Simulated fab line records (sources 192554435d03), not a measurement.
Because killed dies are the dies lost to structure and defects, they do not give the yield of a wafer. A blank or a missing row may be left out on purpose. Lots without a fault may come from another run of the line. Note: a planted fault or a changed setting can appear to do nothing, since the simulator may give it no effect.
fab line records	flow n5Finfet
[record] lots = 24	wafers = 72	lastDay = 19
route steps=1938 shown BEOL_M5@1114 BEOL_M6@1214
lots that met no fault: taken from a fault-free run of the same line
startH: hours from the record's opening day to when the first of the lot's shown wafers began	waitH: time in hours since the lot's previous step	" unchanged from the row above	L1.1+2: several wafers, shown together as one row	- no value present, or no start provided	* or withheld: withheld	< > ~ a bound
route shown NAME@n: NAME is a module with steps in the file, n the number in the route of the first one	usual: the fault-free wafers' mean and standard deviation	same: alike in all rows	chamber/n: place in a boat	sites: readings site by site	_std_site: standard deviation of those values	_edge_site: the outer-site mean with the inner-site mean subtracted	radiusMm: for every site, how far away it sits from the centre of the wafer	mask NAME#n: copy n	behind: the tool/chamber that last shaped the wafer	hold: reason for holding the lot/hours on hold/outcome of the hold	device: the n, p or np transistor that did not switch	end of line: at the end of the route, the tests of the same wafers	step lacking rows: just its recipe	killed: dies that structure and defects cost at the first sort, which is not the same as the wafer's yield	map: a wafer's dies, marking killed ones x, the rest . and places with no die _
set.NAME: the setting as run; set.NAME@STEP: as run at that earlier step	model.NAME: the simulator's own value behind a step, which no gauge read
one table for each step of the route and one row for each wafer, over a sample of lots
services: the hour from which a tool's chamber was out of use, counted from the record's first day as startH (under 0 if before that day), plus the number of hours and why
[[steps]]
[step N5_BEOL_M5_THK_MEAS_01]
[recipe] reads = SiCOH_lowk_of_BEOL_M5_ILD_DEP_00
[usual] M5_ILD_THK = 120.8/1.8
lot.wafer	tool	chamber	startH	waitH	M5_ILD_THK[nm]
L074.2	filmMetro-01	-	178.07	0.7	120.2
L074.3	"	-	"	"	120.0
L074.5	"	-	"	"	119.9
L075.3	filmMetro-02	-	186.80	0.3	120.1
L075.4	"	-	"	"	120.0
L075.6	"	-	"	"	121.7
L076.1	filmMetro-02	-	195.04	0.4	120.2
L076.2	"	-	"	"	120.2
L076.6	"	-	"	"	121.5
L077.3	filmMetro-01	-	198.82	0.3	121.6
L077.4	"	-	"	"	122.2
L077.5	"	-	"	"	124.9
L078.1	filmMetro-02	-	199.01	0.4	120.0
L078.2	"	-	"	"	119.6
L078.4	"	-	"	"	119.7
L080.1	filmMetro-01	-	213.86	0.4	121.2
L080.2	"	-	"	"	122.1
L080.6	"	-	"	"	124.3
L081.1	filmMetro-01	-	214.92	0.4	118.0
L081.4	"	-	"	"	123.8
L081.6	"	-	"	"	119.7
L079.1	filmMetro-01	-	217.79	0.4	119.5
L079.3	"	-	"	"	119.1
L079.6	"	-	"	"	121.9
L083.2	filmMetro-02	-	230.09	0.7	118.7
L083.3	"	-	"	"	119.8
L083.4	"	-	"	"	122.6
L082.2	filmMetro-01	-	233.28	0.4	118.1
L082.4	"	-	"	"	124.0
L082.5	"	-	"	"	119.5
L084.4	filmMetro-02	-	247.34	0.2	124.0
L084.5	"	-	"	"	125.2
L084.6	"	-	"	"	123.5
L086.1	filmMetro-01	-	249.15	0.4	117.2
L086.3	"	-	"	"	121.8
L086.5	"	-	"	"	123.7
L085.3	filmMetro-01	-	252.33	0.3	122.2
L085.4	"	-	"	"	124.4
L085.5	"	-	"	"	123.3
L087.3	filmMetro-01	-	263.90	0.3	120.0
L087.4	"	-	"	"	121.5
L087.6	"	-	"	"	122.0
L089.1	filmMetro-02	-	267.34	0.4	120.0
L089.2	"	-	"	"	120.2
L089.6	"	-	"	"	121.9
L088.1	filmMetro-01	-	267.73	0.4	117.4
L088.3	"	-	"	"	121.0
L088.4	"	-	"	"	120.7
L090.1	filmMetro-01	-	269.26	0.4	120.7
L090.2	"	-	"	"	119.1
L090.4	"	-	"	"	122.9
L091.4	filmMetro-01	-	286.36	0.2	120.6
L091.5	"	-	"	"	122.0
L091.6	"	-	"	"	123.8
L092.1	filmMetro-02	-	294.99	0.4	117.9
L092.3	"	-	"	"	119.4
L092.4	"	-	"	"	120.8
L093.1	filmMetro-01	-	295.69	0.4	120.1
L093.2	"	-	"	"	119.7
L093.5	"	-	"	"	121.1
L095.4	filmMetro-02	-	311.13	0.2	120.8
L095.5	"	-	"	"	123.3
L095.6	"	-	"	"	119.6
L094.1	filmMetro-02	-	311.61	0.4	116.7
L094.3	"	-	"	"	120.5
L094.5	"	-	"	"	119.4
L096.3	filmMetro-02	-	315.91	0.3	119.3
L096.5	"	-	"	"	119.4
L096.6	"	-	"	"	123.3
L097.2	filmMetro-02	-	318.34	0.4	121.1
L097.3	"	-	"	"	118.2
L097.5	"	-	"	"	121.3
[step N5_BEOL_M5_INSPECT_30]
[recipe] mode = adi	inspectInstrument = brightfield
[usual] rawDefectCount = 409/99
lot.wafer	tool	chamber	startH	waitH	rawDefectCount
L074.2	defectInspect-02	-	181.42	0.0	390
L074.3	"	-	"	"	415
L074.5	"	-	"	"	368
L075.3	defectInspect-02	-	189.41	0.0	331
L075.4	"	-	"	"	474
L075.6	"	-	"	"	355
L076.1	defectInspect-02	-	200.84	0.1	486
L076.2	"	-	"	"	255
L076.6	"	-	"	"	368
L077.3	defectInspect-01	-	200.89	0.0	322
L077.4	"	-	"	"	365
L077.5	"	-	"	"	311
L078.1	defectInspect-01	-	200.94	0.1	667
L078.2	"	-	"	"	425
L078.4	"	-	"	"	508
L080.1	defectInspect-01	-	216.84	0.1	374
L080.2	"	-	"	"	715
L080.6	"	-	"	"	439
L081.1	defectInspect-02	-	217.12	0.1	557
L081.4	"	-	"	"	504
L081.6	"	-	"	"	567
L079.1	defectInspect-01	-	219.62	0.1	410
L079.3	"	-	"	"	546
L079.6	"	-	"	"	462
L083.2	defectInspect-01	-	232.68	0.0	250
L083.3	"	-	"	"	277
L083.4	"	-	"	"	302
L082.2	defectInspect-01	-	235.48	0.0	559
L082.4	"	-	"	"	450
L082.5	"	-	"	"	617
L084.4	defectInspect-02	-	249.89	0.0	491
L084.5	"	-	"	"	333
L084.6	"	-	"	"	407
L086.1	defectInspect-02	-	252.13	0.1	397
L086.3	"	-	"	"	306
L086.5	"	-	"	"	453
L085.3	defectInspect-01	-	255.53	0.0	329
L085.4	"	-	"	"	270
L085.5	"	-	"	"	320
L087.3	defectInspect-01	-	267.69	0.0	474
L087.4	"	-	"	"	480
L087.6	"	-	"	"	598
L089.1	defectInspect-01	-	270.98	0.1	376
L089.2	"	-	"	"	311
L089.6	"	-	"	"	391
L088.1	defectInspect-02	-	271.15	0.1	379
L088.3	"	-	"	"	358
L088.4	"	-	"	"	410
L090.1	defectInspect-02	-	273.97	0.1	382
L090.2	"	-	"	"	513
L090.4	"	-	"	"	349
L091.4	defectInspect-01	-	288.62	0.0	420
L091.5	"	-	"	"	536
L091.6	"	-	"	"	385
L093.1	defectInspect-01	-	297.31	0.1	313
L093.2	"	-	"	"	352
L093.5	"	-	"	"	526
L092.1	defectInspect-01	-	297.53	0.1	406
L092.3	"	-	"	"	341
L092.4	"	-	"	"	330
L095.4	defectInspect-01	-	313.07	0.0	440
L095.5	"	-	"	"	555
L095.6	"	-	"	"	599
L094.1	defectInspect-01	-	314.95	0.1	332
L094.3	"	-	"	"	299
L094.5	"	-	"	"	219
L097.2	defectInspect-01	-	323.18	0.0	438
L097.3	"	-	"	"	445
L097.5	"	-	"	"	410
L096.3	defectInspect-01	-	323.38	0.0	377
L096.5	"	-	"	"	491
L096.6	"	-	"	"	323
[step N5_BEOL_M5_SPUTTER_48]
[recipe] material = Cu	targetThkA = 150	tempC = -20	chamberPressurePa = 0.07	powerW = withheld	timeS = 27.62
[usual] throttleValvePct = 30.1/0.96
lot.wafer	tool	chamber	startH	waitH	throttleValvePct
L074.2	pvdSputter-02	-	184.81	0.1	30.0
L074.3	"	-	"	"	31.4
L074.5	"	-	"	"	28.2
L075.3	pvdSputter-02	-	191.28	0.3	29.7
L075.4	"	-	"	"	30.4
L075.6	"	-	"	"	30.5
L076.1	pvdSputter-02	-	203.19	0.1	30.8
L076.2	"	-	"	"	28.2
L076.6	"	-	"	"	29.8
L077.3	pvdSputter-01	-	203.28	0.1	30.9
L077.4	"	-	"	"	29.9
L077.5	"	-	"	"	30.3
L078.1	pvdSputter-03	-	203.58	0.1	30.2
L078.2	"	-	"	"	30.5
L078.4	"	-	"	"	30.2
L080.1	pvdSputter-03	-	218.67	0.2	30.4
L080.2	"	-	"	"	31.1
L080.6	"	-	"	"	30.0
L081.1	pvdSputter-02	-	219.70	0.2	28.1
L081.4	"	-	"	"	31.4
L081.6	"	-	"	"	28.3
L079.1	pvdSputter-01	-	222.24	0.3	28.2
L079.3	"	-	"	"	30.0
L079.6	"	-	"	"	31.1
L083.2	pvdSputter-02	-	235.32	0.2	30.3
L083.3	"	-	"	"	31.1
L083.4	"	-	"	"	28.4
L082.2	pvdSputter-03	-	237.42	0.1	30.3
L082.4	"	-	"	"	30.2
L082.5	"	-	"	"	30.3
L084.4	pvdSputter-02	-	251.81	0.0	28.4
L084.5	"	-	"	"	30.2
L084.6	"	-	"	"	28.2
L086.1	pvdSputter-01	-	256.13	0.1	29.7
L086.3	"	-	"	"	30.6
L086.5	"	-	"	"	30.2
L085.3	pvdSputter-02	-	257.74	0.1	30.9
L085.4	"	-	"	"	30.4
L085.5	"	-	"	"	30.3
L087.3	pvdSputter-01	-	269.68	0.1	30.6
L087.4	"	-	"	"	30.9
L087.6	"	-	"	"	30.2
L088.1	pvdSputter-01	-	274.15	0.2	28.3
L088.3	"	-	"	"	30.0
L088.4	"	-	"	"	30.1
L089.1	pvdSputter-02	-	274.74	0.5	28.2
L089.2	"	-	"	"	31.4
L089.6	"	-	"	"	31.0
L090.1	pvdSputter-03	-	276.93	0.1	30.2
L090.2	"	-	"	"	30.9
L090.4	"	-	"	"	30.1
L091.4	pvdSputter-01	-	290.78	0.1	31.0
L091.5	"	-	"	"	28.3
L091.6	"	-	"	"	30.9
L093.1	pvdSputter-01	-	299.39	0.1	28.2
L093.2	"	-	"	"	29.8
L093.5	"	-	"	"	28.2
L092.1	pvdSputter-03	-	300.75	1.3	30.2
L092.3	"	-	"	"	30.9
L092.4	"	-	"	"	30.3
L095.4	pvdSputter-01	-	315.01	0.1	31.0
L095.5	"	-	"	"	30.1
L095.6	"	-	"	"	31.0
L094.1	pvdSputter-02	-	318.66	0.1	31.1
L094.3	"	-	"	"	30.4
L094.5	"	-	"	"	31.3
L097.2	pvdSputter-01	-	325.79	0.3	31.1
L097.3	"	-	"	"	29.9
L097.5	"	-	"	"	30.0
L096.3	pvdSputter-02	-	327.74	0.1	30.1
L096.5	"	-	"	"	31.0
L096.6	"	-	"	"	28.4
[step N5_BEOL_M5_ANNEAL_82]
[recipe] tempC = 400	timeS = 1800	ambient = vacuum
[usual] heaterPowerW = 832/83	susceptor_temp_C_max = 401.0/0.47
lot.wafer	tool	chamber	startH	waitH	heaterPowerW	susceptor_temp_C_max
L074.2	pvdSputter-02	-	185.98	0.0	774	401.6
L074.3	"	-	"	"	863	402.5
L074.5	"	-	"	"	974	400.7
L075.3	pvdSputter-02	-	192.45	0.0	790	401.7
L075.4	"	-	"	"	902	400.5
L075.6	"	-	"	"	892	400.5
L076.1	pvdSputter-02	-	204.35	0.0	868	401.5
L076.2	"	-	"	"	980	400.4
L076.6	"	-	"	"	786	400.7
L077.3	pvdSputter-01	-	204.45	0.0	872	401.3
L077.4	"	-	"	"	761	400.2
L077.5	"	-	"	"	838	400.9
L078.1	pvdSputter-03	-	204.75	0.0	660	400.6
L078.2	"	-	"	"	726	400.4
L078.4	"	-	"	"	813	400.9
L080.1	pvdSputter-03	-	219.84	0.0	739	400.9
L080.2	"	-	"	"	872	400.7
L080.6	"	-	"	"	660	400.7
L081.1	pvdSputter-02	-	220.87	0.0	1003	400.9
L081.4	"	-	"	"	857	402.0
L081.6	"	-	"	"	974	400.9
L079.1	pvdSputter-01	-	223.41	0.0	744	401.3
L079.3	"	-	"	"	771	400.7
L079.6	"	-	"	"	888	401.4
L083.2	pvdSputter-02	-	236.49	0.0	895	400.5
L083.3	"	-	"	"	822	402.0
L083.4	"	-	"	"	988	400.7
L082.2	pvdSputter-03	-	238.59	0.0	662	400.5
L082.4	"	-	"	"	724	401.1
L082.5	"	-	"	"	657	400.7
L084.4	pvdSputter-02	-	252.98	0.0	977	400.8
L084.5	"	-	"	"	803	401.3
L084.6	"	-	"	"	971	400.9
L086.1	pvdSputter-01	-	257.30	0.0	731	400.4
L086.3	"	-	"	"	831	402.0
L086.5	"	-	"	"	754	400.1
L085.3	pvdSputter-02	-	258.90	0.0	842	401.0
L085.4	"	-	"	"	911	400.6
L085.5	"	-	"	"	906	401.0
L087.3	pvdSputter-01	-	270.85	0.0	817	401.1
L087.4	"	-	"	"	900	401.4
L087.6	"	-	"	"	822	401.5
L088.1	pvdSputter-01	-	275.31	0.0	744	401.1
L088.3	"	-	"	"	766	400.6
L088.4	"	-	"	"	834	401.7
L089.1	pvdSputter-02	-	275.91	0.0	999	400.8
L089.2	"	-	"	"	852	402.4
L089.6	"	-	"	"	846	401.2
L090.1	pvdSputter-03	-	278.09	0.0	654	400.5
L090.2	"	-	"	"	869	400.6
L090.4	"	-	"	"	829	401.1
L091.4	pvdSputter-01	-	291.95	0.0	899	401.4
L091.5	"	-	"	"	755	401.4
L091.6	"	-	"	"	892	401.7
L093.1	pvdSputter-01	-	300.55	0.0	770	401.3
L093.2	"	-	"	"	756	400.5
L093.5	"	-	"	"	761	401.1
L092.1	pvdSputter-03	-	301.91	0.0	748	401.1
L092.3	"	-	"	"	858	400.6
L092.4	"	-	"	"	676	400.7
L095.4	pvdSputter-01	-	316.18	0.0	934	401.2
L095.5	"	-	"	"	752	400.4
L095.6	"	-	"	"	910	401.3
L094.1	pvdSputter-02	-	319.93	0.0	821	401.8
L094.3	"	-	"	"	917	400.6
L094.5	"	-	"	"	850	401.5
L097.2	pvdSputter-01	-	326.96	0.0	878	401.0
L097.3	"	-	"	"	753	400.7
L097.5	"	-	"	"	750	400.9
L096.3	pvdSputter-02	-	328.91	0.0	821	401.9
L096.5	"	-	"	"	873	401.7
L096.6	"	-	"	"	965	400.7
[step N5_BEOL_M5_SPUTTER_90]
[recipe] material = Cu	targetThkA = 45	tempC = -20	chamberPressurePa = 0.07	powerW = withheld	timeS = 8.29
[usual] throttleValvePct = 30.0/0.98
lot.wafer	tool	chamber	startH	waitH	throttleValvePct
L074.2	pvdSputter-02	-	189.16	0.5	29.8
L074.3	"	-	"	"	30.8
L074.5	"	-	"	"	28.1
L075.3	pvdSputter-02	-	195.63	0.5	30.0
L075.4	"	-	"	"	30.3
L075.6	"	-	"	"	30.4
L076.1	pvdSputter-02	-	207.53	0.5	31.1
L076.2	"	-	"	"	28.3
L076.6	"	-	"	"	30.0
L077.3	pvdSputter-01	-	207.63	0.5	30.8
L077.4	"	-	"	"	29.8
L077.5	"	-	"	"	30.5
L078.1	pvdSputter-03	-	207.93	0.5	30.2
L078.2	"	-	"	"	30.4
L078.4	"	-	"	"	30.2
L080.1	pvdSputter-03	-	223.02	0.5	30.4
L080.2	"	-	"	"	31.1
L080.6	"	-	"	"	30.2
L081.1	pvdSputter-02	-	224.05	0.5	28.5
L081.4	"	-	"	"	31.0
L081.6	"	-	"	"	28.2
L079.1	pvdSputter-01	-	226.59	0.5	28.3
L079.3	"	-	"	"	30.1
L079.6	"	-	"	"	31.0
L083.2	pvdSputter-02	-	239.85	0.5	30.2
L083.3	"	-	"	"	31.3
L083.4	"	-	"	"	28.1
L082.2	pvdSputter-03	-	241.77	0.5	30.1
L082.4	"	-	"	"	30.3
L082.5	"	-	"	"	30.3
L084.4	pvdSputter-02	-	256.16	0.5	28.1
L084.5	"	-	"	"	29.9
L084.6	"	-	"	"	28.2
L086.1	pvdSputter-01	-	260.48	0.5	30.1
L086.3	"	-	"	"	30.4
L086.5	"	-	"	"	30.1
L085.3	pvdSputter-02	-	262.08	0.5	31.1
L085.4	"	-	"	"	30.4
L085.5	"	-	"	"	30.6
L087.3	pvdSputter-01	-	274.03	0.5	30.3
L087.4	"	-	"	"	31.0
L087.6	"	-	"	"	30.2
L088.1	pvdSputter-01	-	278.49	0.5	28.3
L088.3	"	-	"	"	29.9
L088.4	"	-	"	"	30.1
L089.1	pvdSputter-02	-	279.09	0.5	28.3
L089.2	"	-	"	"	31.1
L089.6	"	-	"	"	31.0
L090.1	pvdSputter-03	-	281.27	0.5	30.1
L090.2	"	-	"	"	31.1
L090.4	"	-	"	"	30.2
L091.4	pvdSputter-01	-	295.13	0.5	31.2
L091.5	"	-	"	"	28.2
L091.6	"	-	"	"	30.9
L093.1	pvdSputter-01	-	303.73	0.5	28.2
L093.2	"	-	"	"	30.0
L093.5	"	-	"	"	28.2
L092.1	pvdSputter-03	-	305.09	0.5	30.2
L092.3	"	-	"	"	30.9
L092.4	"	-	"	"	30.2
L095.4	pvdSputter-01	-	319.36	0.5	31.2
L095.5	"	-	"	"	30.0
L095.6	"	-	"	"	31.0
L094.1	pvdSputter-02	-	323.37	0.5	31.1
L094.3	"	-	"	"	30.5
L094.5	"	-	"	"	31.4
L097.2	pvdSputter-01	-	330.14	0.5	31.1
L097.3	"	-	"	"	29.6
L097.5	"	-	"	"	29.9
L096.3	pvdSputter-02	-	332.09	0.5	29.7
L096.5	"	-	"	"	31.3
L096.6	"	-	"	"	28.4
[step N5_BEOL_M6_STRIP_67]
[recipe] chemistry = CF4	resist = SiARC	powerW = 300	biasPowerW = 75	pressureMtorr = 50	cf4FlowSccm = 150	rfFrequencyHz = 6e+07
[usual] chamberPressureMTorr = 50.00/0.053	drypumpMotorCurrentA = 5.5/0.46	oesProductAu = 0.78/0.068	rfVppV = 271.6/1.6	showerheadPlenumPTorr = 1.81/0.057	throttleValvePct = 13.57/0.2
lot.wafer	tool	chamber	startH	waitH	chamberPressureMTorr	drypumpMotorCurrentA	oesProductAu	rfHoursCounterH	rfVppV	showerheadPlenumPTorr	throttleValvePct
L074.2	rieDiel-02	2	193.97	0.0	49.89	5.8	0.78	105	272.4	1.89	13.46
L074.3	"	1	"	"	49.97	5.2	0.75	130	271.3	1.77	13.41
L074.5	"	3	"	"	50.01	4.9	0.84	-	273.5	1.82	13.51
L075.3	rieDiel-02	3	198.93	0.0	50.04	4.9	0.84	52	270.0	1.82	13.49
L075.4	"	0	"	"	50.03	6.1	0.78	129	267.6	1.73	13.66
L075.6	"	2	"	"	50.08	5.8	0.78	-	274.6	1.89	13.49
L076.1	rieDiel-04	1	210.56	0.0	50.01	5.8	0.77	144	270.9	1.80	13.50
L076.2	"	2	"	"	50.00	4.7	0.88	28	271.8	1.83	13.55
L076.6	"	2	"	"	50.03	4.7	0.88	-	272.5	1.83	13.52
L077.3	rieDiel-04	3	212.19	0.0	49.95	5.7	0.71	209	271.2	1.87	13.78
L077.4	"	1	"	"	50.02	5.8	0.77	-	271.3	1.79	13.50
L077.5	"	2	"	"	49.92	4.7	0.89	-	271.1	1.83	13.54
L078.1	rieDiel-04	1	212.45	0.0	50.01	5.8	0.77	145	271.4	1.79	13.51
L078.2	"	2	"	"	50.05	4.7	0.88	29	268.6	1.83	13.54
L078.4	"	3	"	"	49.99	5.6	0.71	-	270.2	1.87	13.78
L080.1	rieDiel-04	0	227.90	0.0	49.95	5.5	0.95	4	274.2	1.89	13.12
L080.2	"	3	"	"	50.06	5.7	0.72	215	273.0	1.87	13.79
L080.6	"	2	"	"	50.00	4.7	0.87	-	271.2	1.82	13.56
L081.1	rieDiel-02	1	228.10	0.0	50.06	5.2	0.74	142	271.3	1.77	13.43
L081.4	"	0	"	"	49.98	6.2	0.77	140	268.0	1.73	13.68
L081.6	"	0	"	"	50.00	6.1	0.77	-	271.0	1.73	13.68
L079.1	rieDiel-04	0	231.60	0.0	50.00	5.5	0.94	7	273.8	1.89	13.11
L079.3	"	3	"	"	50.01	5.7	0.71	218	275.6	1.87	13.81
L079.6	"	3	"	"	50.05	5.7	0.71	-	273.8	1.87	13.80
L083.2	rieDiel-04	3	243.48	0.0	49.98	5.6	0.71	222	271.6	1.86	13.82
L083.3	"	0	"	"	50.02	5.5	0.93	11	273.5	1.89	13.13
L083.4	"	0	"	"	50.06	5.5	0.92	-	273.7	1.89	13.12
L082.2	rieDiel-01	2	247.53	0.0	50.02	5.6	0.78	113	271.3	1.80	13.47
L082.4	"	1	"	"	50.01	5.7	0.78	119	270.8	1.73	13.45
L082.5	"	2	"	"	50.11	5.6	0.77	-	269.0	1.80	13.48
L084.4	rieDiel-04	0	261.59	0.0	49.99	5.6	0.90	-	275.4	1.89	13.15
L084.5	"	3	"	"	49.96	5.6	0.71	-	272.3	1.86	13.81
L084.6	"	2	"	"	50.01	4.7	0.85	-	271.3	1.82	13.59
L086.1	rieDiel-02	3	263.58	0.0	50.06	4.9	0.81	77	272.3	1.81	13.56
L086.3	"	1	"	"	50.04	5.2	0.73	155	268.8	1.77	13.46
L086.5	"	1	"	"	49.85	5.2	0.73	-	271.8	1.77	13.47
L085.3	rieDiel-01	1	266.44	0.0	50.00	5.8	0.77	127	270.9	1.73	13.46
L085.4	"	0	"	"	49.97	6.2	0.74	157	270.8	1.73	13.85
L085.5	"	0	"	"	49.91	6.2	0.73	-	271.1	1.74	13.83
L087.3	rieDiel-02	1	276.60	0.0	49.95	5.2	0.73	159	270.3	1.77	13.47
L087.4	"	2	"	"	49.97	5.8	0.76	134	272.7	1.88	13.55
L087.6	"	3	"	"	49.95	4.9	0.80	-	271.3	1.81	13.57
L088.1	rieDiel-04	1	282.03	0.0	50.00	5.8	0.77	153	271.6	1.79	13.51
L088.3	"	2	"	"	50.00	4.7	0.84	56	272.4	1.82	13.60
L088.4	"	0	"	"	49.99	5.6	0.89	26	275.0	1.89	13.15
L089.1	rieDiel-04	0	282.88	0.0	50.04	5.5	0.89	26	273.6	1.89	13.17
L089.2	"	3	"	"	49.99	5.7	0.70	237	272.9	1.86	13.84
L089.6	"	2	"	"	49.95	4.7	0.84	-	273.5	1.82	13.62
L090.1	rieDiel-04	1	285.61	0.0	50.03	5.8	0.76	154	271.9	1.79	13.53
L090.2	"	3	"	"	50.06	5.6	0.69	238	272.5	1.86	13.83
L090.4	"	0	"	"	50.00	5.5	0.89	28	271.2	1.89	13.16
L091.4	rieDiel-02	2	299.17	0.0	49.99	5.8	0.75	144	272.3	1.88	13.58
L091.5	"	1	"	"	49.96	5.2	0.73	-	270.9	1.76	13.50
L091.6	"	0	"	"	49.92	6.1	0.75	-	269.9	1.72	13.73
L093.1	rieDiel-04	3	307.32	0.0	49.99	5.6	0.69	246	271.7	1.86	13.85
L093.2	"	0	"	"	49.93	5.5	0.88	36	274.6	1.88	13.17
L093.5	"	2	"	"	49.93	4.8	0.82	-	272.3	1.82	13.63
L092.1	rieDiel-04	2	309.98	0.0	49.92	4.7	0.83	68	271.8	1.82	13.62
L092.3	"	3	"	"	49.89	5.7	0.68	247	271.5	1.86	13.88
L092.4	"	3	"	"	49.88	5.6	0.69	-	271.9	1.86	13.89
L095.4	rieDiel-02	0	325.09	0.0	49.88	6.1	0.74	174	270.2	1.72	13.76
L095.5	"	3	"	"	49.96	4.8	0.79	-	270.4	1.80	13.63
L095.6	"	2	"	"	50.11	5.8	0.74	-	273.7	1.88	13.59
L094.1	rieDiel-02	1	328.23	0.0	49.98	5.2	0.71	177	271.3	1.76	13.51
L094.3	"	2	"	"	49.99	5.8	0.74	153	272.7	1.88	13.58
L094.5	"	0	"	"	49.97	6.1	0.74	-	270.1	1.72	13.75
L097.2	rieDiel-02	3	334.22	0.0	49.96	4.9	0.79	102	269.0	1.80	13.63
L097.3	"	0	"	"	49.96	6.1	0.74	176	268.6	1.72	13.77
L097.5	"	1	"	"	50.01	5.2	0.72	-	270.9	1.76	13.51
L096.3	rieDiel-02	3	338.51	0.0	50.01	4.9	0.79	103	272.7	1.80	13.63
L096.5	"	0	"	"	50.11	6.1	0.74	-	269.2	1.72	13.76
L096.6	"	1	"	"	49.93	5.2	0.71	-	270.7	1.76	13.52
[[services]]
tool	chamber	startH	hours	kind
pvdSputter-02	-	177.90	0.7	repair
rieDiel-02	2	180.71	1.5	repair
rieDiel-02	3	182.82	5.4	repair
rieDiel-04	0	204.10	-	clean
rieDiel-04	0	204.10	-	consumableReplace:focusRing
rieDiel-04	0	204.10	-	consumableReplace:showerhead
rieDiel-04	0	204.10	12.5	scheduledDown
rieDiel-04	0	204.10	12.5	ventCycle
rieDiel-01	-	205.96	2.7	repair
rieDiel-04	1	218.53	47.5	repair
rieDiel-02	2	251.79	2.0	repair
rieDiel-02	0	254.07	3.1	repair
rieDiel-04	1	304.65	10.7	repair
rieDiel-04	3	315.41	-	clean
rieDiel-04	3	315.41	-	consumableReplace:focusRing
rieDiel-02	-	322.87	0.1	repair
[[key]]
fault none
